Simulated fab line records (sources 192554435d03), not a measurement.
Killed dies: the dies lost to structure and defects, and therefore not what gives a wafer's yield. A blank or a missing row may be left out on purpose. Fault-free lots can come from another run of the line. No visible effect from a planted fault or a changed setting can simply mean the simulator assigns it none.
fab line records | flow n5-finfet
[record] lots = 9 wafers = 27 last-day = 18
route steps=1938 shown BEOL_M4@1111 BEOL_M6@1242 PASSIVATION@1936
lots untouched by any fault: they come from a run of this same line in which no faults occurred
start-h: start of the lot's first displayed wafer, in hours after the record's first day | wait-h: hours elapsed since this lot's preceding step | " repeats the value in the row above | L1.1+2: several wafers, shown together as one row | - no value present, or no start provided | * or withheld: withheld | < > ~ a bound
route shown NAME@n: names a module that has steps shown in the file, with the first one's number in the route | usual: mean/standard deviation taken from wafers without a fault | same: alike in all rows | chamber/n: place in a boat | sites: the reading at each site | _std_site: the values' standard deviation | _edge_site: inner sites' mean taken away from outer sites' mean | radius-mm: how far each site lies from the wafer's centre | mask NAME#n: copy n | behind: the last tool/chamber to shape the wafer | hold: what put the lot on hold/how long, in hours/how the hold closed | device: transistor that didn't switch, given as n, p or np | end of line: the tests these same wafers got at the end of their route | where a step has no rows: the recipe by itself | killed: the dies lost at the first sort to structure and to defects; this is not the yield of the wafer | map: the dies of a wafer, with x for killed, . for not killed, _ for no die there
set.NAME: setting as actually run; set.NAME@STEP: the setting as run at that earlier step | model.NAME: the simulator's own value behind a step, which no gauge read
the route's steps for a sample of lots (tables are steps, rows are wafers)
services: when a tool's chamber went out of use (start-h, in hours from the record's first day, below 0 if earlier), for how many hours, and the reason
[[steps]]
[step N5_BEOL_M4_RC_MEAS_101]
[usual] DIBL_N = 35.8/1.6 DIBL_P = 36.0/1.9 IOFF_N = 0.151/0.029 IOFF_P = 0.21/0.037 ION_N = 673/12 ION_P = 463/7.3 SS_N = 71.5/0.58 SS_P = 73.2/0.61 VT_N = 251/3.3 VT_P = -250/3.3
// columns lot.wafer tool chamber start-h wait-h DIBL_N[mV/V] DIBL_P[mV/V] IOFF_N[nA/um] IOFF_P[nA/um] ION_N[uA/um] ION_P[uA/um] SS_N[mV/dec] SS_P[mV/dec] VT_N[mV] VT_P[mV]
L124.1 prober-01 0 186.70 0.0 36.8 36.7 0.151 0.20 668 456 72.1 73.5 253 -252
L124.4 " 0 " " 35.3 34.5 0.128 0.17 657 457 71.0 72.6 254 -253
L124.6 " 0 " " 34.1 33.3 0.108 0.15 652 452 71.1 72.0 257 -253
L125.3 prober-01 0 204.62 0.3 37.9 38.3 0.189 0.27 690 472 71.9 74.3 247 -244
L125.5 " 0 " " 35.4 34.5 0.134 0.20 679 465 71.2 73.4 251 -248
L125.6 " 0 " " 36.3 35.2 0.162 0.22 677 466 70.9 73.4 248 -247
L127.3 prober-01 0 206.47 0.3 34.5 34.6 0.125 0.16 674 456 70.6 73.4 254 -256
L127.4 " 0 " " 35.4 34.6 0.136 0.17 672 459 71.2 72.7 253 -255
L127.6 " 0 " " 36.9 37.2 0.161 0.20 676 455 71.5 73.4 252 -249
L130.2 prober-01 0 210.31 0.2 34.8 32.8 0.112 0.14 664 453 71.5 72.6 255 -257
L130.3 " 0 " " 35.8 35.3 0.133 0.17 668 461 71.8 73.1 252 -252
L130.6 " 0 " " 34.7 34.9 0.124 0.18 657 453 71.6 72.9 251 -252
L131.2 prober-02 0 213.34 0.2 34.8 35.5 0.154 0.22 681 478 71.6 72.6 254 -247
L131.5 " 0 " " 34.7 36.2 0.152 0.24 685 478 71.5 72.9 253 -244
L131.6 " 0 " " 35.2 35.7 0.161 0.23 672 460 72.5 73.2 250 -245
L129.1 prober-02 0 220.41 0.0 37.0 36.4 0.145 0.19 670 464 72.6 72.2 251 -251
L129.5 " 0 " " 38.3 38.8 0.186 0.23 682 463 72.5 74.0 250 -250
L129.6 " 0 " " 37.5 38.3 0.174 0.21 689 468 72.1 73.4 249 -249
L139.2 prober-01 0 277.44 0.2 33.5 33.6 0.129 0.17 672 457 70.5 72.7 254 -252
L139.3 " 0 " " 34.4 34.1 0.130 0.18 676 465 70.6 72.7 253 -252
L139.6 " 0 " " 33.5 32.7 0.115 0.17 656 456 70.9 72.2 255 -252
L140.2 prober-01 0 280.99 0.2 35.1 34.6 0.135 0.18 672 460 70.4 73.1 252 -250
L140.3 " 0 " " 32.9 32.8 0.105 0.17 659 455 70.3 71.8 257 -251
L140.4 " 0 " " 35.9 35.6 0.148 0.20 676 463 70.7 73.5 249 -252
L145.1 prober-01 0 314.57 0.0 34.7 35.1 0.136 0.19 671 457 70.9 72.2 252 -252
L145.3 " 0 " " 35.3 36.0 0.142 0.21 664 459 71.9 73.1 252 -251
L145.5 " 0 " " 34.8 35.4 0.128 0.20 660 456 71.4 72.6 254 -253
[step N5_BEOL_M6_OCD_MEAS_38]
[usual] trench-depth-nm = 94.8/1.5
// columns lot.wafer tool chamber start-h wait-h trench-depth-nm
L124.1 ocd-01 - 204.30 - 97.6
L124.4 " - " " 93.0
L124.6 " - " " 96.2
L125.3 ocd-01 - 226.06 - 93.3
L125.5 " - " " 93.2
L125.6 " - " " 94.5
L127.3 ocd-02 - 229.14 - 96.8
L127.4 " - " " 96.2
L127.6 " - " " 98.7
L130.2 ocd-01 - 229.31 - 94.8
L130.3 " - " " 94.3
L130.6 " - " " 94.9
L131.2 ocd-01 - 234.95 - 94.6
L131.5 " - " " 94.7
L131.6 " - " " 94.2
L129.1 ocd-02 - 240.17 - 94.8
L129.5 " - " " 94.3
L129.6 " - " " 93.8
L139.2 ocd-02 - 299.18 - 95.6
L139.3 " - " " 97.7
L139.6 " - " " 93.8
L140.2 ocd-01 - 300.91 - 95.5
L140.3 " - " " 95.7
L140.4 " - " " 95.7
L145.1 ocd-02 - 332.89 - 96.0
L145.3 " - " " 94.2
L145.5 " - " " 95.5
[step N5_BEOL_M6_SURFACE_TREAT_79]
[recipe] gas = Ar time-s = * ion-energy-ev = * ion-current-ma-cm2 = 0.5 pressure-mtorr = * ar-flow-sccm = 30
[usual] throttle-valve-pct = *
// columns lot.wafer tool chamber start-h wait-h throttle-valve-pct
L124.1 pvd-sputter-02 - 205.50 0.4 *
L124.4 " - " " *
L124.6 " - " " *
L125.3 pvd-sputter-01 - 227.24 0.2 *
L125.5 " - " " *
L125.6 " - " " *
L127.3 pvd-sputter-02 - 230.28 0.2 *
L127.4 " - " " *
L127.6 " - " " *
L130.2 pvd-sputter-03 - 230.35 0.2 *
L130.3 " - " " *
L130.6 " - " " *
L131.2 pvd-sputter-03 - 235.94 0.2 *
L131.5 " - " " *
L131.6 " - " " *
L129.1 pvd-sputter-02 - 241.67 0.2 *
L129.5 " - " " *
L129.6 " - " " *
L139.2 pvd-sputter-03 - 300.72 0.2 *
L139.3 " - " " *
L139.6 " - " " *
L140.2 pvd-sputter-01 - 302.19 0.5 *
L140.3 " - " " *
L140.4 " - " " *
L145.1 pvd-sputter-03 - 333.88 0.2 *
L145.3 " - " " *
L145.5 " - " " *
[step N5_BEOL_M6_ANNEAL_51]
[recipe] temp-c = 225 time-s = 90 ambient = N2
[usual] wafer_temp_C_max = 226.1/0.38
// columns lot.wafer tool chamber start-h wait-h wafer_temp_C_max
L124.1 rtp-anneal-01 0 205.95 0.1 225.8
L124.4 " 0 " " 225.5
L124.6 " 0 " " 225.8
L125.3 rtp-anneal-02 0 229.40 1.7 225.8
L125.5 " 0 " " 226.7
L125.6 " 0 " " 226.1
L127.3 rtp-anneal-02 0 231.17 0.3 226.2
L127.4 " 0 " " 226.1
L127.6 " 0 " " 226.4
L130.2 rtp-anneal-01 0 231.28 0.5 226.0
L130.3 " 0 " " 226.2
L130.6 " 0 " " 225.9
L131.2 rtp-anneal-01 0 236.66 0.2 225.4
L131.5 " 0 " " 226.2
L131.6 " 0 " " 225.6
L129.1 rtp-anneal-02 0 242.46 0.4 226.7
L129.5 " 0 " " 226.6
L129.6 " 0 " " 226.5
L139.2 rtp-anneal-02 0 301.75 0.7 226.8
L139.3 " 0 " " 226.3
L139.6 " 0 " " 226.5
L140.2 rtp-anneal-01 0 302.86 0.3 225.7
L140.3 " 0 " " 225.7
L140.4 " 0 " " 226.1
L145.1 rtp-anneal-02 0 334.79 0.6 225.9
L145.3 " 0 " " 226.3
L145.5 " 0 " " 226.4
[step N5_BEOL_M6_CMP_52]
[recipe] stop-on = SiCOH_lowk t-overpolish-s = 6.9 down-force-psi = 1 platen-rpm = 50 clearing-platen-down-force-psi = 1.5 clearing-platen-rpm = 50 post-cmp-clean = cu-alkaline target-thk-nm = 80 clearing-platen-pad-velocity-m-s = 0.99484 pad-velocity-m-s = 0.99484
[usual] barrier-field-endpoint-s = 29.1/0.72 clearing-platen-down-force-psi = 1.500/0.0031 motor-current-A = 5.8/0.49 overpolish-run-s = 6.901/0.0093 platen-rpm = 50.00/0.032 t-overpolish-s = 6.9/0 time-to-endpoint-s = 63.9/2.8
// columns lot.wafer tool chamber start-h wait-h barrier-field-endpoint-s clearing-platen-down-force-psi motor-current-A overpolish-run-s platen-rpm t-overpolish-s time-to-endpoint-s
L124.4 cmp-01 2 206.30 0.2 28.9 1.500 6.1 6.892 49.98 6.9 64.0
L124.1 " 3 " " 28.3 1.498 5.1 6.906 50.03 6.9 63.0
L124.6 " 1 " " 28.8 1.504 6.1 6.911 49.98 6.9 67.1
L125.3 cmp-02 3 229.70 0.3 28.8 1.507 5.4 6.888 49.96 6.9 60.5
L125.5 " 1 " " 30.0 1.500 6.2 6.900 49.98 6.9 65.5
L125.6 " 2 " " 30.4 1.498 6.5 6.907 50.00 6.9 63.5
L127.4 cmp-02 3 231.42 0.2 28.7 1.495 5.5 6.902 49.94 6.9 63.0
L127.3 " 1 " " 29.8 1.500 5.9 6.907 49.99 6.9 67.9
L127.6 " 3 " " 29.9 1.503 5.1 6.887 49.94 6.9 67.5
L130.2 cmp-01 3 231.63 0.3 - - - - - - -
L130.3 " 0 " " - - - - - - -
L130.6 " 2 " " - - - - - - -
L131.2 cmp-02 2 236.91 0.2 - - - - - - -
L131.5 " 2 " " - - - - - - -
L131.6 " 3 " " - - - - - - -
L129.1 cmp-01 3 242.88 0.4 - - - - - - -
L129.5 " 0 " " - - - - - - -
L129.6 " 1 " " - - - - - - -
L139.3 cmp-01 2 302.00 0.2 28.0 1.495 5.9 6.897 49.95 6.9 63.4
L139.2 " 0 " " 29.0 1.500 5.7 6.896 50.00 6.9 66.5
L139.6 " 2 " " 28.6 1.496 5.8 6.911 49.97 6.9 65.4
L140.3 cmp-02 0 303.17 0.2 29.2 1.499 6.3 6.898 50.02 6.9 66.4
L140.4 " 1 " " 30.1 1.500 6.1 6.891 49.98 6.9 61.4
L140.2 " 2 " " 29.3 1.495 6.4 6.903 50.04 6.9 63.4
L145.3 cmp-01 0 335.14 0.2 28.6 1.499 5.5 6.905 50.02 6.9 61.8
L145.1 " 2 " " 28.3 1.498 5.9 6.907 49.99 6.9 62.0
L145.5 " 3 " " 29.5 1.498 4.7 6.913 49.98 6.9 62.3
[step N5_BEOL_M6_THK_MEAS_53]
[recipe] thk-meas-gauge = xrf reads = Cu_of_BEOL_M6_ECD_50
[usual] M6_THK = 79.7/1.6
// columns lot.wafer tool chamber start-h wait-h M6_THK[nm]
L124.1 film-metro-02 - 206.55 - 81.7
L124.4 " - " " 79.2
L124.6 " - " " 81.2
L125.3 film-metro-01 - 229.92 - 78.2
L125.5 " - " " 78.6
L125.6 " - " " 79.1
L127.3 film-metro-01 - 231.67 - 80.8
L127.4 " - " " 79.9
L127.6 " - " " 81.8
L130.2 film-metro-02 - 231.84 0.2 299.0
L130.3 " - " " 294.3
L130.6 " - " " 296.5
L131.2 film-metro-01 - 237.21 0.3 289.4
L131.5 " - " " 294.0
L131.6 " - " " 292.7
L129.1 film-metro-01 - 243.06 0.1 293.2
L129.5 " - " " 299.9
L129.6 " - " " 294.3
L139.2 film-metro-01 - 302.29 - 80.7
L139.3 " - " " 82.7
L139.6 " - " " 79.7
L140.2 film-metro-02 - 303.43 - 81.1
L140.3 " - " " 82.1
L140.4 " - " " 80.7
L145.1 film-metro-01 - 335.40 - 80.4
L145.3 " - " " 79.7
L145.5 " - " " 79.7
[step N5_BEOL_M6_RS_MEAS_57]
[recipe] thk-meas-gauge = four-point-probe reads = Cu_of_BEOL_M6_ECD_50+Co_of_BEOL_M6_CVD_78+TaN_of_BEOL_M6_ALD_77
[usual] M6_RS = 0.283/0.0065
// columns lot.wafer tool chamber start-h wait-h M6_RS[ohm/sq]
L124.1 film-metro-01 - 206.69 0.1 0.277
L124.4 " - " " 0.290
L124.6 " - " " 0.278
L125.3 film-metro-02 - 230.05 0.1 0.290
L125.5 " - " " 0.286
L125.6 " - " " 0.283
L127.3 film-metro-01 - 231.80 0.1 0.277
L127.4 " - " " 0.280
L127.6 " - " " 0.274
L130.2 film-metro-01 - 232.01 0.1 0.064
L130.3 " - " " 0.065
L130.6 " - " " 0.064
L131.2 film-metro-02 - 237.34 0.1 0.065
L131.5 " - " " 0.064
L131.6 " - " " 0.065
L129.1 film-metro-01 - 243.19 0.1 0.064
L129.5 " - " " 0.063
L129.6 " - " " 0.064
L139.2 film-metro-02 - 302.46 0.1 0.282
L139.3 " - " " 0.273
L139.6 " - " " 0.286
L140.2 film-metro-01 - 303.56 0.1 0.281
L140.3 " - " " 0.276
L140.4 " - " " 0.282
L145.1 film-metro-01 - 335.66 0.1 0.279
L145.3 " - " " 0.283
L145.5 " - " " 0.284
[step N5_BEOL_M6_INSPECT_58]
[recipe] inspect-instrument = darkfield mode = post-dep
[usual] raw-defect-count = 67/25
// columns lot.wafer tool chamber start-h wait-h raw-defect-count
L124.1 defect-inspect-02 - 206.71 0.0 107
L124.4 " - " " 69
L124.6 " - " " 79
L125.3 defect-inspect-02 - 230.08 0.0 54
L125.5 " - " " 86
L125.6 " - " " 76
L127.3 defect-inspect-02 - 231.83 0.0 35
L127.4 " - " " 55
L127.6 " - " " 35
L130.2 defect-inspect-02 - 232.03 0.0 1451
L130.3 " - " " 1480
L130.6 " - " " 1439
L131.2 defect-inspect-01 - 237.37 0.0 1484
L131.5 " - " " 1461
L131.6 " - " " 1433
L129.1 defect-inspect-02 - 243.21 0.0 1413
L129.5 " - " " 1490
L129.6 " - " " 1456
L139.2 defect-inspect-02 - 302.48 0.0 101
L139.3 " - " " 137
L139.6 " - " " 49
L140.2 defect-inspect-02 - 303.58 0.0 79
L140.3 " - " " 64
L140.4 " - " " 100
L145.1 defect-inspect-02 - 335.68 0.0 47
L145.3 " - " " 50
L145.5 " - " " 49
[step N5_PASSIVATION_PROBE_49]
[usual] defect-limited-yield = 90.9/1.4 killed_at_M0_to_M3 = 37/12 killed_at_M4_up = 14/5.3 killed-at-contacts = 12/6.2 killed-at-front-end = 41/11 killed-at-other = 3.7/2.9 killed-dies = 107/17 killed-on-rim = 14/4.4 killed-open = 71/12 killed-short = 34/7.9 sort_bin_5_function = 5.3/0.95 sort_bin_6_memory = 3.4/0.7 sort_bin_8_speed = 0.00/0.0099 sort-n-pass = 1073/17 sort-yield-pct = 90.9/1.5
[same] gross-dies = 1180 killed-at-back-side = 0 sort_bin_4_leakage[%] = 0
// columns lot.wafer tool chamber start-h wait-h defect-limited-yield[%] killed_at_M0_to_M3 killed_at_M4_up killed-at-contacts killed-at-front-end killed-at-other killed-dies killed-on-rim killed-open killed-short sort_bin_5_function[%] sort_bin_6_memory[%] sort_bin_8_speed[%] sort-n-pass sort-yield-pct[%]
L124.1 prober-01 - 286.07 0.0 91.3 39 10 17 36 1 103 14 73 29 5.1 3.2 0 1077 91.3
L124.4 prober-01 - 286.22 0.2 92.0 39 12 11 27 5 94 7 62 32 4.4 3.3 0 1086 92.0
L124.6 prober-01 - 286.32 0.3 92.5 34 9 21 17 8 89 12 59 27 4.6 2.8 0 1091 92.5
L131.2 prober-02 - 317.48 0.1 0 46 1090 21 22 1 1180 152 73 28 4.2 4.0 0 0 0
L131.5 prober-02 - 317.63 0.2 0 45 1083 13 36 3 1180 152 74 31 4.6 4.0 0 0 0
L131.6 prober-02 - 317.68 0.3 0 32 1109 6 33 0 1180 152 59 22 4.1 2.6 0 0 0
L125.3 prober-01 - 320.89 0.1 89.8 39 9 7 62 3 120 21 72 46 5.8 3.7 0 1060 89.8
L125.5 prober-01 - 320.99 0.2 90.2 33 10 12 54 7 116 12 84 29 6.2 3.6 0 1064 90.2
L125.6 prober-01 - 321.04 0.3 90.2 22 12 13 63 6 116 13 80 35 5.1 4.3 0 1064 90.2
L130.2 prober-02 - 325.09 0.1 0 36 1094 3 47 0 1180 152 58 36 4.3 3.5 0 0 0
L130.3 prober-02 - 325.14 0.1 0 25 1091 20 40 4 1180 152 67 35 5.4 3.1 0 0 0
L130.6 prober-02 - 325.29 0.3 0 34 1086 8 51 1 1180 152 71 42 6.3 3.1 0 0 0
L129.1 prober-01 - 325.84 0.0 0 79 1053 7 40 1 1180 152 76 60 7.0 4.0 0 0 0
L129.5 prober-01 - 326.04 0.2 0 52 1066 8 53 1 1180 152 79 45 6.4 3.5 0 0 0
L129.6 prober-01 - 326.09 0.3 0 89 1042 12 29 8 1180 152 93 54 7.4 4.7 0 0 0
L139.2 prober-01 - 387.45 0.1 89.2 37 25 7 54 5 128 16 86 41 5.9 4.7 0 1052 89.2
L139.3 prober-01 - 387.50 0.1 91.8 26 12 13 42 4 97 9 66 28 4.9 2.9 0 1083 91.8
L139.6 prober-01 - 387.65 0.3 89.2 35 13 22 57 1 128 23 82 38 6.3 3.9 0.08 1051 89.1
L140.2 prober-01 - 389.44 0.1 91.9 35 3 17 34 7 96 13 61 34 4.8 2.9 0 1084 91.9
L140.3 prober-01 - 389.49 0.1 92.2 36 6 16 24 10 92 6 58 34 4.0 3.6 0 1088 92.2
L140.4 prober-01 - 389.54 0.2 88.8 34 18 26 53 1 132 21 102 30 6.0 4.9 0 1048 88.8
// killed by level:class
L124.1 MOL_CONTACT_COAG:geometric-particle:open=16 FIN_SAQP:geometric-particle:short=13 FIN_SAQP:geometric-particle:open=7 BEOL_M2:geometric-particle:open=7 BEOL_M3:geometric-particle:open=7 BEOL_M4:geometric-particle:open=7 BEOL_M0:geometric-particle:open=6 BEOL_M1:geometric-particle:open=5
L124.4 BEOL_M2:geometric-particle:open=13 FIN_SAQP:geometric-particle:open=7 MOL_CONTACT_COAG:geometric-particle:open=7 BEOL_M4:geometric-particle:open=7 FIN_SAQP:geometric-particle:short=5 STI_FIN_REVEAL:geometric-particle:open=5 BEOL_M0:geometric-particle:short=5 MOL_CONTACT_COAG:geometric-particle:short=4
L124.6 MOL_CONTACT_COAG:geometric-particle:open=14 BEOL_M1:geometric-particle:open=8 BEOL_M0_SAQP:geometric-particle:open=7 MOL_CONTACT_COAG:geometric-particle:short=6 BEOL_M3:geometric-particle:open=6 BEOL_M5:geometric-particle:open=5 PASS1_CAP:geometric-particle:short=5 FIN_SAQP:geometric-particle:short=4
L131.2 BEOL_M6:area-cmp=1078 MOL_CONTACT_COAG:geometric-particle:open=17 BEOL_M3:geometric-particle:open=12 BEOL_M2:geometric-particle:open=9 DUMMY_GATE:geometric-particle:open=7 BEOL_M0_SAQP:geometric-particle:short=6 BEOL_M0_SAQP:geometric-particle:open=6 BEOL_M5:geometric-particle:open=5
L131.5 BEOL_M6:area-cmp=1074 BEOL_M0_SAQP:geometric-particle:open=13 BEOL_M3:geometric-particle:open=13 STI_FIN_REVEAL:geometric-particle:open=11 MOL_CONTACT_COAG:geometric-particle:open=9 FIN_SAQP:geometric-particle:short=5 DUMMY_GATE:geometric-particle:short=5 BEOL_M1:geometric-particle:short=5
L131.6 BEOL_M6:area-cmp=1099 BEOL_M2:geometric-particle:open=10 STI_FIN_REVEAL:geometric-particle:open=6 BEOL_M0_SAQP:geometric-particle:open=6 BEOL_M3:geometric-particle:open=6 GATE_CUT:geometric-particle:open=5 MOL_CONTACT_COAG:geometric-particle:open=5 STARTING-WAFER:geometric-particle:short=5
L125.3 FIN_SAQP:geometric-particle:short=19 FIN_SAQP:geometric-particle:open=15 STI_FIN_REVEAL:geometric-particle:open=13 BEOL_M0_SAQP:geometric-particle:short=9 BEOL_M3:geometric-particle:open=8 BEOL_M1:geometric-particle:open=6 MOL_CONTACT_COAG:geometric-particle:open=5 BEOL_M0_SAQP:geometric-particle:open=5
L125.5 STI_FIN_REVEAL:geometric-particle:open=20 FIN_SAQP:geometric-particle:open=11 FIN_SAQP:geometric-particle:short=9 MOL_CONTACT_COAG:geometric-particle:open=9 BEOL_M0_SAQP:geometric-particle:open=7 BEOL_M3:geometric-particle:open=7 STARTING-WAFER:geometric-particle:open=6 BEOL_M0_SAQP:geometric-particle:short=5
L125.6 FIN_SAQP:geometric-particle:open=31 FIN_SAQP:geometric-particle:short=19 MOL_CONTACT_COAG:geometric-particle:open=13 BEOL_M4:geometric-particle:open=7 BEOL_M0_SAQP:geometric-particle:short=5 BEOL_M0_SAQP:geometric-particle:open=5 DUMMY_GATE:geometric-particle:open=4 BEOL_M1:geometric-particle:open=4
L130.2 BEOL_M6:area-cmp=1086 FIN_SAQP:geometric-particle:open=18 BEOL_M0_SAQP:geometric-particle:short=12 BEOL_M2:geometric-particle:open=10 STI_FIN_REVEAL:geometric-particle:open=8 BEOL_M0_SAQP:geometric-particle:open=7 GATE_CUT:geometric-particle:short=4 STARTING-WAFER:geometric-particle:short=4
L130.3 BEOL_M6:area-cmp=1078 FIN_SAQP:geometric-particle:short=16 MOL_CONTACT_COAG:geometric-particle:open=16 FIN_SAQP:geometric-particle:open=14 BEOL_M2:geometric-particle:open=7 BEOL_M0_SAQP:geometric-particle:open=6 BEOL_M0_SAQP:geometric-particle:short=6 STI_FIN_REVEAL:geometric-particle:open=5
L130.6 BEOL_M6:area-cmp=1067 FIN_SAQP:geometric-particle:open=12 FIN_SAQP:geometric-particle:short=12 STI_FIN_REVEAL:geometric-particle:open=10 BEOL_M0_SAQP:geometric-particle:short=9 MOL_CONTACT_COAG:geometric-particle:open=6 BEOL_M3:geometric-particle:open=6 BEOL_M0_SAQP:geometric-particle:open=5
L129.1 BEOL_M6:area-cmp=1043 BEOL_M0_SAQP:geometric-particle:open=19 BEOL_M0_SAQP:geometric-particle:short=18 FIN_SAQP:geometric-particle:open=13 BEOL_M1:geometric-particle:short=12 FIN_SAQP:geometric-particle:short=10 BEOL_M2:geometric-particle:open=10 BEOL_M1:geometric-particle:open=6
L129.5 BEOL_M6:area-cmp=1056 BEOL_M0_SAQP:geometric-particle:open=18 BEOL_M0_SAQP:geometric-particle:short=14 GATE_CUT:geometric-particle:short=10 FIN_SAQP:geometric-particle:short=9 FIN_SAQP:geometric-particle:open=8 STI_FIN_REVEAL:geometric-particle:open=7 MOL_CONTACT_COAG:geometric-particle:open=7
L129.6 BEOL_M6:area-cmp=1033 BEOL_M0_SAQP:geometric-particle:short=22 BEOL_M0_SAQP:geometric-particle:open=22 BEOL_M2:geometric-particle:open=16 BEOL_M3:geometric-particle:open=9 BEOL_M1:geometric-particle:open=9 MOL_CONTACT_COAG:geometric-particle:open=8 FIN_SAQP:geometric-particle:open=6
L139.2 STI_FIN_REVEAL:geometric-particle:open=22 BEOL_M4:geometric-particle:open=16 BEOL_M3:geometric-particle:open=11 BEOL_M2:geometric-particle:open=9 STI_FIN_REVEAL:geometric-particle:short=7 MOL_CONTACT_COAG:geometric-particle:open=7 BEOL_M0_SAQP:geometric-particle:short=7 FIN_SAQP:geometric-particle:open=6
L139.3 DUMMY_GATE:geometric-particle:open=14 MOL_CONTACT_COAG:geometric-particle:open=9 BEOL_M0_SAQP:geometric-particle:short=8 BEOL_M2:geometric-particle:open=8 BEOL_M0_SAQP:geometric-particle:open=7 FIN_SAQP:geometric-particle:short=6 STI_FIN_REVEAL:geometric-particle:open=6 BEOL_M6:geometric-particle:open=5
L139.6 STI_FIN_REVEAL:geometric-particle:open=17 MOL_CONTACT_COAG:geometric-particle:open=17 BEOL_M2:geometric-particle:open=12 BEOL_M0_SAQP:geometric-particle:short=9 FIN_SAQP:geometric-particle:short=8 DUMMY_GATE:geometric-particle:open=8 BEOL_M0_SAQP:geometric-particle:open=8 MOL_CONTACT_COAG:geometric-particle:short=5
L140.2 STI_FIN_REVEAL:geometric-particle:open=14 MOL_CONTACT_COAG:geometric-particle:short=9 MOL_CONTACT_COAG:geometric-particle:open=8 BEOL_M0_SAQP:geometric-particle:short=7 BEOL_M3:geometric-particle:open=7 BEOL_M0_SAQP:geometric-particle:open=6 FIN_SAQP:geometric-particle:short=5 PASS1_CAP:geometric-particle:open=5
L140.3 MOL_CONTACT_COAG:geometric-particle:open=13 BEOL_M0_SAQP:geometric-particle:short=12 FIN_SAQP:geometric-particle:open=7 BEOL_M0_SAQP:geometric-particle:open=6 STI_FIN_REVEAL:geometric-particle:open=5 BEOL_M1:geometric-particle:short=5 PASS1_CAP:geometric-particle:open=5 BEOL_M2:geometric-particle:open=4
L140.4 STI_FIN_REVEAL:geometric-particle:open=26 MOL_CONTACT_COAG:geometric-particle:open=20 BEOL_M1:geometric-particle:open=11 FIN_SAQP:geometric-particle:open=8 BEOL_M4:geometric-particle:open=8 MOL_CONTACT_COAG:geometric-particle:short=6 DUMMY_GATE:geometric-particle:open=6 BEOL_M0_SAQP:geometric-particle:short=6
[[services]]
// columns tool chamber start-h hours kind
pvd-sputter-01 - 231.67 2.2 repair
pvd-sputter-01 - 236.50 2.7 repair
cmp-01 - 272.91 0.3 repair
cmp-01 - 302.68 5.5 pm
cmp-02 - 305.22 4.0 pm
cmp-02 - 309.22 - consumable-replace:conditioner
cmp-02 - 309.22 - consumable-replace:pad
cmp-02 - 320.54 8.6 pm
cmp-02 - 330.81 6.3 pm
[[key]]
[first-sign] step = N5_BEOL_M6_CMP_52 reading = tool-record direction = missing
[effect] step = N5_BEOL_M6_THK_MEAS_53 reading = M6_THK direction = up sigmas = 99+ usual = 79.7 struck = 294.8
[effect] step = N5_BEOL_M6_RS_MEAS_57 reading = M6_RS direction = down sigmas = 34 usual = 0.283 struck = 0.064
[effect] step = N5_BEOL_M6_INSPECT_58 reading = raw-defect-count direction = up sigmas = 55 usual = 67 struck = 1456
[effect] step = N5_PASSIVATION_PROBE_49 reading = killed_at_M4_up direction = up sigmas = 99+ usual = 14 struck = 1079
[more-kills-born-at] N5_BEOL_M6_CMP_52@cmp-01 = 6363 N5_BEOL_M6_CMP_52@cmp-02 = 3251
met-at N5_BEOL_M6_CMP_52
struck-lots L129,L130,L131
later-rows-left-out L129.1,L129.5,L129.6,L130.2,L130.3,L130.6,L131.2,L131.5,L131.6
not-acting-at N5_BEOL_M6_OCD_MEAS_38,N5_BEOL_M6_SURFACE_TREAT_79,N5_BEOL_M6_ANNEAL_51
onset-between 231.42 231.63
[fault] kind = skipped-step-whole tool = cmp-01,cmp-02 chamber = - onset-h = 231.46 steps = N5_BEOL_M6_CMP_52 scope = struck-lots-only
// later-rows-left-out: the simulator's readings of these wafers behind a module that went badly wrong aren't trusted and aren't shown, but for the sort
